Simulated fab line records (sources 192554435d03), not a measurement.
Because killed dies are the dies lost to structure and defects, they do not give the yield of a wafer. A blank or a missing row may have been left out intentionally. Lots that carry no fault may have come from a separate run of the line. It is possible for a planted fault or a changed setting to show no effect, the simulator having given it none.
Chamber matching -- flow n5Finfet -- N5_BEOL_M13_DESCUM_33 on rieDiel-06: 4 sister chambers
The step chemistry O2, time 7.9 s. 4 wafers are shown with their chamber, then 12 later ones without.

== WAFERS, EACH WITH ITS CHAMBER ==
wafer,chamber,showerheadPlenumPTorr (Torr)
L085.4,0,2.00
L090.3,3,2.16
L090.4,2,2.21
L090.6,1,2.02

== WAFERS WITHOUT THEIR CHAMBER ==
wafer,showerheadPlenumPTorr (Torr)
L091.1,2.00
L091.3,2.21
L091.5,2.00
L092.1,2.16
L092.2,2.00
L092.6,2.21
L094.1,2.00
L094.5,2.21
L094.6,2.16
L097.2,2.20
L097.3,2.16
L097.6,2.16

== CHAMBER TAKEN BY EACH ==
wafer,from the rows above,in truth
L091.1,0,0
L091.3,2,2
L091.5,0,0
L092.1,3,3
L092.2,0,0
L092.6,2,2
L094.1,0,0
L094.5,2,2
L094.6,3,3
L097.2,2,2
L097.3,3,3
L097.6,3,3
Correctly placed: 12 of 12. From these rows, 0 cannot be placed. Placed wrongly: 0.
How it was worked out, from the rows above alone: a wafer's distance from a chamber is the root of the sum, over the readings, of the square of ((its reading less the chamber's mean) divided by the reading's scatter). The wafer belongs to the nearest chamber; if the next one is less than 2 further off, it can't be placed. For every chamber, the mean is computed from those of its wafers that are shown. The scatter (one wafer shown for each chamber): square how far every hidden wafer sits from the nearest shown wafer, average those squares and take the square root.
